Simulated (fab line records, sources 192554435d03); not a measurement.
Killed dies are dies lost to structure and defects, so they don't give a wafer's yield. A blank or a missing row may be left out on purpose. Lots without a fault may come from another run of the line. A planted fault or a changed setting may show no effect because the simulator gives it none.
Which tool did it? | flow n5_finfet | 22 lots, 66 wafers sampled, at 6 steps of a route of 1938

WHAT THE GAUGES READ, wafer by wafer
The record holds no reading of a measuring or inspecting step that can be judged against a usual standard deviation.

WHICH TOOL RAN EACH LOT (tool, then ch and the chambers of the sampled wafers, then the start)
lot  | N5_SDB_CMP_30                | N5_HKMG_FIN_ETCH_86                | N5_HKMG_FIN_NWFM_ALD_20             | N5_HKMG_FIN_ALD_71                  | N5_GATE_CUT_ETCHBACK_00          | N5_GATE_CUT_ETCH_58
L074 | cmp-01 ch 0,1,2, day 3 22:16 | rie_diel-02 ch 0,2,3, day 4 05:07  | ald_metal-02 ch 0,2,3, day 4 05:44  | ald_metal-02 ch 0,2,3, day 4 05:50  | rie_metal-03 ch 0,1, day 4 08:12 | rie_diel-04 ch 0,2, day 4 08:39
L075 | cmp-04 ch 1,2, day 4 04:38   | rie_diel-06 ch 1,2,3, day 4 11:25  | ald_metal-01 ch 2,3, day 4 12:04    | ald_metal-01 ch 2,3, day 4 12:10    | rie_metal-03 ch 0,1, day 4 14:31 | rie_diel-05 ch 0,1,2, day 4 14:49
L076 | cmp-01 ch 2,3, day 4 10:47   | rie_diel-06 ch 1,2, day 4 17:55    | ald_metal-04 ch 2,3, day 4 18:33    | ald_metal-04 ch 2,3, day 4 18:39    | rie_metal-01 ch 0,1, day 4 21:02 | rie_diel-05 ch 0,2,3, day 4 21:20
L077 | cmp-01 ch 0,1,3, day 4 14:56 | rie_diel-02 ch 1,2,3, day 4 22:44  | ald_metal-02 ch 1,2, day 4 23:22    | ald_metal-02 ch 1,2, day 4 23:28    | rie_metal-01 ch 0,1, day 5 01:51 | rie_diel-04 ch 1,2,3, day 5 02:08
L078 | cmp-01 ch 0,1,2, day 4 21:28 | rie_diel-01 ch 0,1,3, day 5 06:11  | ald_metal-04 ch 0,3, day 5 06:55    | ald_metal-04 ch 0,3, day 5 07:01    | rie_metal-01 ch 0,1, day 5 09:45 | rie_diel-05 ch 0,2,3, day 5 10:00
L080 | cmp-04 ch 2,3, day 5 15:07   | rie_diel-01 ch 2,3, day 5 22:38    | ald_metal-04 ch 0,1,2, day 5 23:16  | ald_metal-04 ch 0,1,2, day 5 23:22  | rie_metal-01 ch 0,1, day 6 01:55 | rie_diel-03 ch 0,1,2, day 6 02:21
L081 | cmp-04 ch 1,2,3, day 5 17:08 | rie_diel-06 ch 0,1, day 6 01:37    | ald_metal-04 ch 0,2, day 6 02:14    | ald_metal-04 ch 0,2, day 6 02:20    | rie_metal-01 ch 0,1, day 6 04:52 | rie_diel-05 ch 0,1,3, day 6 05:12
L083 | cmp-02 ch 0,1, day 6 07:37   | rie_diel-06 ch 0,1,3, day 6 14:52  | ald_metal-02 ch 1,2, day 6 15:30    | ald_metal-02 ch 1,2, day 6 15:36    | rie_metal-02 ch 0,1, day 6 18:07 | rie_diel-05 ch 0,1,2, day 6 18:25
L084 | cmp-02 ch 0,2,3, day 6 14:21 | rie_diel-01 ch 0,2,3, day 6 21:52  | ald_metal-04 ch 0,1, day 6 22:31    | ald_metal-04 ch 0,1, day 6 22:37    | rie_metal-01 ch 0,1, day 7 01:00 | rie_diel-04 ch 0,1, day 7 01:22
L085 | cmp-04 ch 0,2, day 6 17:37   | rie_diel-06 ch 1,3, day 7 00:21    | ald_metal-04 ch 0,1, day 7 01:00    | ald_metal-04 ch 0,1, day 7 01:06    | rie_metal-02 ch 0,1, day 7 03:28 | rie_diel-04 ch 0,2, day 7 03:46
L086 | cmp-02 ch 1,2,3, day 7 01:06 | rie_diel-02 ch 0,1, day 7 07:47    | ald_metal-02 ch 0,1,2, day 7 08:30  | ald_metal-02 ch 0,1,2, day 7 08:35  | rie_metal-01 ch 0,1, day 7 11:05 | rie_diel-05 ch 0,2,3, day 7 11:22
L087 | cmp-04 ch 0,3, day 7 11:04   | rie_diel-02 ch 0,1,2, day 7 17:51  | ald_metal-01 ch 1,3, day 7 18:29    | ald_metal-01 ch 1,3, day 7 18:35    | rie_metal-01 ch 0,1, day 7 21:01 | rie_diel-05 ch 0,2, day 7 21:18
L088 | cmp-01 ch 1,2, day 7 13:05   | rie_diel-02 ch 0,1,2, day 7 20:01  | ald_metal-04 ch 1,3, day 7 20:43    | ald_metal-04 ch 1,3, day 7 20:49    | rie_metal-02 ch 0,1, day 7 23:13 | rie_diel-04 ch 0,3, day 7 23:30
L089 | cmp-04 ch 2,3, day 7 18:06   | rie_diel-01 ch 1,3, day 8 00:52    | ald_metal-02 ch 0,1,3, day 8 01:30  | ald_metal-02 ch 0,1,3, day 8 01:36  | rie_metal-02 ch 0,1, day 8 03:58 | rie_diel-04 ch 0,1,3, day 8 04:15
L090 | cmp-02 ch 1,2,3, day 8 05:14 | rie_diel-02 ch 0,2,3, day 8 12:02  | ald_metal-01 ch 0,3, day 8 12:40    | ald_metal-01 ch 0,3, day 8 12:46    | rie_metal-01 ch 0,1, day 8 15:11 | rie_diel-05 ch 0,2,3, day 8 15:28
L091 | cmp-01 ch 0,1,2, day 8 06:22 | rie_diel-06 ch 0,1, day 8 13:05    | ald_metal-01 ch 1,2,3, day 8 13:43  | ald_metal-01 ch 1,2,3, day 8 13:49  | rie_metal-03 ch 0,1, day 8 16:11 | rie_diel-03 ch 0,1,3, day 8 16:28
L092 | cmp-01 ch 0,2,3, day 8 16:54 | rie_diel-02 ch 1,2,3, day 8 23:38  | ald_metal-04 ch 0,1,3, day 9 00:16  | ald_metal-04 ch 0,1,3, day 9 00:22  | rie_metal-02 ch 0,1, day 9 02:44 | rie_diel-05 ch 1,2,3, day 9 03:01
L093 | cmp-01 ch 0,2, day 8 20:41   | rie_diel-01 ch 0,2, day 9 03:22    | ald_metal-02 ch 1,2, day 9 04:00    | ald_metal-02 ch 1,2, day 9 04:06    | rie_metal-02 ch 0,1, day 9 06:28 | rie_diel-03 ch 0,1,3, day 9 06:45
L094 | cmp-01 ch 0,1, day 9 00:47   | rie_diel-06 ch 2,3, day 9 07:41    | ald_metal-01 ch 0,1,3, day 9 08:19  | ald_metal-01 ch 0,1,3, day 9 08:25  | rie_metal-03 ch 1, day 9 11:02   | rie_diel-05 ch 0,1,2, day 9 11:34
L095 | cmp-01 ch 0,1,2, day 9 06:37 | rie_diel-01 ch 1,2,3, day 9 13:24  | ald_metal-04 ch 0,1,3, day 9 14:02  | ald_metal-04 ch 0,1,3, day 9 14:08  | rie_metal-03 ch 0,1, day 9 16:39 | rie_diel-04 ch 1,2,3, day 9 17:14
L096 | cmp-01 ch 0,2,3, day 9 10:54 | rie_diel-02 ch 0,2,3, day 9 20:13  | ald_metal-02 ch 1,3, day 9 20:51    | ald_metal-02 ch 1,3, day 9 20:57    | rie_metal-02 ch 0,1, day 9 23:37 | rie_diel-04 ch 0,1,3, day 9 23:54
L097 | cmp-04 ch 0,2,3, day 9 18:46 | rie_diel-01 ch 0,2,3, day 10 01:50 | ald_metal-01 ch 0,2,3, day 10 02:39 | ald_metal-01 ch 0,2,3, day 10 02:45 | rie_metal-01 ch 1, day 10 05:07  | rie_diel-05 ch 0,1,2, day 10 05:40
- N5_SDB_CMP_30: polishes, stops on poly-Si, t overpolish 1.54 s, target thk 30 nm.
- N5_HKMG_FIN_ETCH_86: etches SOC in N2/H2, stops on TiN, target depth 393.2 nm.
- N5_HKMG_FIN_NWFM_ALD_20: deposits TiAlC, target thk 2 nm, pulse time 3 s, purge time 2 s.
- N5_HKMG_FIN_ALD_71: deposits TiN, target thk 1 nm, pulse time 1 s, purge time 3 s.
- N5_GATE_CUT_ETCHBACK_00: etches W in SF6/Cl2.
- N5_GATE_CUT_ETCH_58: etches SiNx in CH3F/O2, target depth 17 nm, time 128.6 s.

WHAT THE TOOLS THEMSELVES READ (means of the sampled wafers that have a number; where no wafer has one, the mark that the record gives instead)
N5_SDB_CMP_30. Usual: head_pressure_psi 4.150 psi, standard deviation 0.009; motor_current_A 12.1 A, standard deviation 1.2; overpolish_run_s 1.540 s, standard deviation 0.0089; retaining_ring_pressure_frac 1.000, standard deviation 0.0049; time_to_endpoint_s 18 s, standard deviation 3.3.
lot  | tool   | head_pressure_psi (psi) | motor_current_A (A) | overpolish_run_s (s) | retaining_ring_pressure_frac | time_to_endpoint_s (s) | flag
L074 | cmp-01 | 4.143                   | 11.9                | 1.536                | 1.000                        | 13                     |
L075 | cmp-04 | 4.149                   | 11.4                | 1.548                | 0.998                        | 21                     |
L076 | cmp-01 | 4.154                   | 13.4                | 1.531                | 0.999                        | 20                     |
L077 | cmp-01 | 4.155                   | 12.3                | 1.545                | 1.002                        | 21                     |
L078 | cmp-01 | 4.151                   | 12.1                | 1.543                | 0.997                        | 17                     |
L080 | cmp-04 | 4.148                   | 12.2                | 1.535                | 0.998                        | 23                     |
L081 | cmp-04 | 4.157                   | 11.6                | 1.539                | 1.003                        | 21                     |
L083 | cmp-02 | 4.153                   | 11.6                | 1.539                | 0.993                        | 16                     |
L084 | cmp-02 | 4.155                   | 12.0                | 1.539                | 1.002                        | 16                     |
L085 | cmp-04 | 4.150                   | 11.9                | 1.545                | 0.996                        | 20                     |
L086 | cmp-02 | 4.142                   | 12.3                | 1.538                | 1.003                        | 14                     |
L087 | cmp-04 | 4.150                   | 14.1                | 1.550                | 1.000                        | 18                     |
L088 | cmp-01 | 4.143                   | 11.3                | 1.542                | 0.995                        | 17                     |
L089 | cmp-04 | 4.140                   | 13.0                | 1.535                | 0.996                        | 18                     |
L090 | cmp-02 | 4.156                   | 12.2                | 1.536                | 1.002                        | 13                     |
L091 | cmp-01 | 4.141                   | 12.0                | 1.536                | 1.001                        | 17                     |
L092 | cmp-01 | 4.162                   | 12.3                | 1.536                | 1.002                        | 19                     |
L093 | cmp-01 | 4.138                   | 12.9                | 1.534                | 1.003                        | 15                     |
L094 | cmp-01 | 4.154                   | 11.2                | 1.542                | 1.003                        | 14                     |
L095 | cmp-01 | 4.144                   | 11.7                | 1.547                | 1.003                        | 15                     |
L096 | cmp-01 | 4.144                   | 12.6                | 1.537                | 1.001                        | 17                     |
L097 | cmp-04 | 4.144                   | 12.7                | 1.538                | 0.998                        | 18                     |

N5_HKMG_FIN_ETCH_86. Usual: drypump_motor_current_A 5.6 A, standard deviation 0.49; h2_flow_sccm 199.8 sccm, standard deviation 0.59; oes_product_au 0.79 a.u., standard deviation 0.11; rf_vpp_V 240.2 V, standard deviation 1.4; showerhead_plenum_p_Torr 2.50 Torr, standard deviation 0.087; throttle_valve_pct 17.81 %, standard deviation 0.22.
lot  | tool        | drypump_motor_current_A (A) | h2_flow_sccm (sccm) | oes_product_au (a.u.) | rf_vpp_V (V) | showerhead_plenum_p_Torr (Torr) | throttle_valve_pct (%) | flag
L074 | rie_diel-02 | 5.8                         | 199.6               | 0.70                  | 239.5        | 2.43                            | 17.95                  |
L075 | rie_diel-06 | 5.2                         | 200.4               | 0.81                  | 240.5        | 2.56                            | 17.72                  |
L076 | rie_diel-06 | 5.1                         | 199.5               | 0.86                  | 241.4        | 2.58                            | 17.64                  |
L077 | rie_diel-02 | 5.8                         | 200.0               | 0.69                  | 238.9        | 2.42                            | 17.90                  |
L078 | rie_diel-01 | 6.3                         | 200.1               | 0.73                  | 240.2        | 2.52                            | 18.01                  |
L080 | rie_diel-01 | 5.8                         | 199.6               | 0.68                  | 239.2        | 2.50                            | 18.01                  |
L081 | rie_diel-06 | 5.1                         | 199.4               | 0.78                  | 240.3        | 2.51                            | 17.75                  |
L083 | rie_diel-06 | 5.3                         | 200.0               | 0.83                  | 240.6        | 2.49                            | 17.71                  |
L084 | rie_diel-01 | 5.8                         | 199.9               | 0.82                  | 240.5        | 2.52                            | 17.74                  |
L085 | rie_diel-06 | 5.2                         | 200.1               | 0.90                  | 239.5        | 2.52                            | 17.44                  |
L086 | rie_diel-02 | 5.5                         | 199.7               | 0.70                  | 239.1        | 2.40                            | 17.86                  |
L087 | rie_diel-02 | 5.5                         | 199.5               | 0.79                  | 240.2        | 2.51                            | 17.81                  |
L088 | rie_diel-02 | 5.5                         | 199.6               | 0.79                  | 239.6        | 2.51                            | 17.83                  |
L089 | rie_diel-01 | 6.3                         | 199.1               | 0.93                  | 239.7        | 2.50                            | 17.74                  |
L090 | rie_diel-02 | 5.8                         | 200.1               | 0.79                  | 240.2        | 2.53                            | 17.84                  |
L091 | rie_diel-06 | 5.1                         | 199.6               | 0.85                  | 241.8        | 2.61                            | 17.61                  |
L092 | rie_diel-02 | 5.8                         | 199.4               | 0.77                  | 239.6        | 2.51                            | 17.78                  |
L093 | rie_diel-01 | 5.4                         | 200.1               | 0.90                  | 240.1        | 2.51                            | 17.47                  |
L094 | rie_diel-06 | 5.4                         | 199.9               | 0.85                  | 241.7        | 2.55                            | 17.82                  |
L095 | rie_diel-01 | 6.0                         | 200.1               | 0.92                  | 240.7        | 2.49                            | 17.64                  |
L096 | rie_diel-02 | 5.8                         | 199.6               | 0.77                  | 239.6        | 2.52                            | 17.86                  |
L097 | rie_diel-01 | 5.8                         | 199.9               | 0.86                  | 239.8        | 2.51                            | 17.62                  |

N5_HKMG_FIN_NWFM_ALD_20. Usual: heater_power_outer_w 283 W, standard deviation 48; heater_power_w 495 W, standard deviation 64; precursor_pulse_height_rel 0.999, standard deviation 0.021.
lot  | tool         | heater_power_outer_w (W) | heater_power_w (W) | precursor_pulse_height_rel | flag
L074 | ald_metal-02 | 308                      | 535                | 0.982                      |
L075 | ald_metal-01 | 258                      | 469                | 0.993                      |
L076 | ald_metal-04 | 258                      | 462                | 1.015                      |
L077 | ald_metal-02 | 308                      | 535                | 0.986                      |
L078 | ald_metal-04 | 252                      | 460                | 0.999                      |
L080 | ald_metal-04 | 255                      | 450                | 1.011                      |
L081 | ald_metal-04 | 234                      | 433                | 0.993                      |
L083 | ald_metal-02 | 309                      | 523                | 0.982                      |
L084 | ald_metal-04 | 270                      | 478                | 1.014                      |
L085 | ald_metal-04 | 254                      | 459                | 1.004                      |
L086 | ald_metal-02 | 312                      | 549                | 0.976                      |
L087 | ald_metal-01 | 299                      | 495                | 0.999                      |
L088 | ald_metal-04 | 282                      | 489                | 0.988                      |
L089 | ald_metal-02 | 336                      | 584                | 0.997                      |
L090 | ald_metal-01 | 305                      | 514                | 1.006                      |
L091 | ald_metal-01 | 266                      | 459                | 1.005                      |
L092 | ald_metal-04 | 264                      | 471                | 0.997                      |
L093 | ald_metal-02 | 307                      | 528                | 0.980                      |
L094 | ald_metal-01 | 289                      | 476                | 0.982                      |
L095 | ald_metal-04 | 264                      | 480                | 0.995                      |
L096 | ald_metal-02 | 371                      | 606                | 1.008                      |
L097 | ald_metal-01 | 286                      | 489                | 1.001                      |

N5_HKMG_FIN_ALD_71. Usual: heater_power_outer_w 559 W, standard deviation 92; heater_power_w 886 W, standard deviation 110; precursor_pulse_height_rel 1.002, standard deviation 0.018.
lot  | tool         | heater_power_outer_w (W) | heater_power_w (W) | precursor_pulse_height_rel | flag
L074 | ald_metal-02 | 595                      | 972                | 0.996                      |
L075 | ald_metal-01 | 513                      | 844                | 0.997                      |
L076 | ald_metal-04 | 516                      | 836                | 1.002                      |
L077 | ald_metal-02 | 597                      | 962                | 1.007                      |
L078 | ald_metal-04 | 496                      | 817                | 1.006                      |
L080 | ald_metal-04 | 495                      | 801                | 1.004                      |
L081 | ald_metal-04 | 466                      | 773                | 0.997                      |
L083 | ald_metal-02 | 607                      | 958                | 1.006                      |
L084 | ald_metal-04 | 533                      | 840                | 1.002                      |
L085 | ald_metal-04 | 503                      | 809                | 0.995                      |
L086 | ald_metal-02 | 616                      | 975                | 1.005                      |
L087 | ald_metal-01 | 587                      | 894                | 1.018                      |
L088 | ald_metal-04 | 548                      | 877                | 1.002                      |
L089 | ald_metal-02 | 683                      | 1033               | 0.999                      |
L090 | ald_metal-01 | 610                      | 927                | 0.997                      |
L091 | ald_metal-01 | 513                      | 816                | 1.026                      |
L092 | ald_metal-04 | 516                      | 838                | 0.992                      |
L093 | ald_metal-02 | 599                      | 962                | 1.009                      |
L094 | ald_metal-01 | 568                      | 870                | 0.981                      |
L095 | ald_metal-04 | 520                      | 841                | 1.005                      |
L096 | ald_metal-02 | 714                      | 1081               | 1.017                      |
L097 | ald_metal-01 | 562                      | 876                | 0.994                      |

N5_GATE_CUT_ETCHBACK_00. Usual: drypump_motor_current_A 5.8 A, standard deviation 0.41; oes_product_au 0.72 a.u., standard deviation 0.11; throttle_valve_pct 27.45 %, standard deviation 0.28.
lot  | tool         | drypump_motor_current_A (A) | oes_product_au (a.u.) | throttle_valve_pct (%) | flag
L074 | rie_metal-03 | 5.9                         | 0.66                  | 27.91                  |
L075 | rie_metal-03 | 6.1                         | 0.73                  | 27.76                  |
L076 | rie_metal-01 | 6.0                         | 0.66                  | 27.30                  |
L077 | rie_metal-01 | 6.0                         | 0.66                  | 27.30                  |
L078 | rie_metal-01 | 5.6                         | 0.63                  | 27.18                  |
L080 | rie_metal-01 | 5.7                         | 0.63                  | 27.19                  |
L081 | rie_metal-01 | 5.6                         | 0.63                  | 27.19                  |
L083 | rie_metal-02 | 5.4                         | 0.81                  | 27.64                  |
L084 | rie_metal-01 | 6.0                         | 0.64                  | 27.30                  |
L085 | rie_metal-02 | 5.4                         | 0.80                  | 27.65                  |
L086 | rie_metal-01 | 6.0                         | 0.65                  | 27.30                  |
L087 | rie_metal-01 | 6.0                         | 0.64                  | 27.29                  |
L088 | rie_metal-02 | 5.5                         | 0.80                  | 27.64                  |
L089 | rie_metal-02 | 5.6                         | 0.74                  | 27.47                  |
L090 | rie_metal-01 | 5.6                         | 0.62                  | 27.20                  |
L091 | rie_metal-03 | 6.0                         | 0.83                  | 27.60                  |
L092 | rie_metal-02 | 5.5                         | 0.79                  | 27.66                  |
L093 | rie_metal-02 | 5.4                         | 0.79                  | 27.66                  |
L094 | rie_metal-03 | 5.7                         | 0.95                  | 27.59                  |
L095 | rie_metal-03 | 5.9                         | 0.88                  | 27.59                  |
L096 | rie_metal-02 | 5.4                         | 0.79                  | 27.66                  |
L097 | rie_metal-01 | 6.3                         | 0.65                  | 27.43                  |

N5_GATE_CUT_ETCH_58. Usual: drypump_motor_current_A 5.6 A, standard deviation 0.44; oes_product_au 0.74 a.u., standard deviation 0.043; rf_vpp_V 99.1 V, standard deviation 0.96; showerhead_plenum_p_Torr 1.99 Torr, standard deviation 0.044; throttle_valve_pct 16.40 %, standard deviation 0.11.
lot  | tool        | drypump_motor_current_A (A) | oes_product_au (a.u.) | rf_vpp_V (V) | showerhead_plenum_p_Torr (Torr) | throttle_valve_pct (%) | flag
L074 | rie_diel-04 | 6.3                         | 0.74                  | 98.4         | 1.97                            | 16.34                  |
L075 | rie_diel-05 | 5.6                         | 0.75                  | 99.3         | 2.03                            | 16.32                  |
L076 | rie_diel-05 | 5.6                         | 0.76                  | 99.0         | 2.03                            | 16.31                  |
L077 | rie_diel-04 | 5.7                         | 0.73                  | 99.3         | 1.97                            | 16.48                  |
L078 | rie_diel-05 | 5.6                         | 0.76                  | 99.2         | 2.02                            | 16.32                  |
L080 | rie_diel-03 | 5.2                         | 0.78                  | 98.5         | 2.01                            | 16.27                  |
L081 | rie_diel-05 | 5.7                         | 0.73                  | 99.4         | 2.01                            | 16.38                  |
L083 | rie_diel-05 | 5.5                         | 0.72                  | 99.2         | 2.02                            | 16.35                  |
L084 | rie_diel-04 | 6.0                         | 0.76                  | 98.7         | 2.00                            | 16.43                  |
L085 | rie_diel-04 | 6.3                         | 0.74                  | 98.5         | 1.97                            | 16.38                  |
L086 | rie_diel-05 | 5.6                         | 0.73                  | 99.2         | 2.02                            | 16.35                  |
L087 | rie_diel-05 | 5.4                         | 0.73                  | 99.9         | 2.02                            | 16.33                  |
L088 | rie_diel-04 | 5.4                         | 0.70                  | 99.2         | 1.99                            | 16.50                  |
L089 | rie_diel-04 | 5.6                         | 0.74                  | 99.0         | 2.00                            | 16.52                  |
L090 | rie_diel-05 | 5.6                         | 0.74                  | 98.7         | 2.02                            | 16.36                  |
L091 | rie_diel-03 | 5.4                         | 0.80                  | 98.4         | 2.01                            | 16.41                  |
L092 | rie_diel-05 | 5.5                         | 0.72                  | 98.9         | 1.99                            | 16.34                  |
L093 | rie_diel-03 | 5.4                         | 0.79                  | 99.1         | 2.01                            | 16.43                  |
L094 | rie_diel-05 | 5.5                         | 0.71                  | 98.9         | 2.01                            | 16.38                  |
L095 | rie_diel-04 | 5.7                         | 0.71                  | 98.5         | 1.96                            | 16.51                  |
L096 | rie_diel-04 | 5.6                         | 0.72                  | 99.4         | 1.99                            | 16.53                  |
L097 | rie_diel-05 | 5.6                         | 0.71                  | 99.6         | 2.01                            | 16.40                  |

THE ANSWER, worked out from the rows above alone
Rule: a lot is off if the mean of its wafers that have a number lies more than 3 standard deviations from the usual mean. A lot without any number at a reading at which 4 lots or more have one is off too. The other lots that the step has rows for count as sound. The gauges are gone through in route order, then the tools' own readings, and for those a lot's mean is taken as printed above. The first step at which some lot is off is used, and at that step the reading that is off furthest; a lot without a number counts as furthest.
No lot is off at any reading shown: from this, nothing can be told.

WHAT THE SIMULATOR HAD PUT IN
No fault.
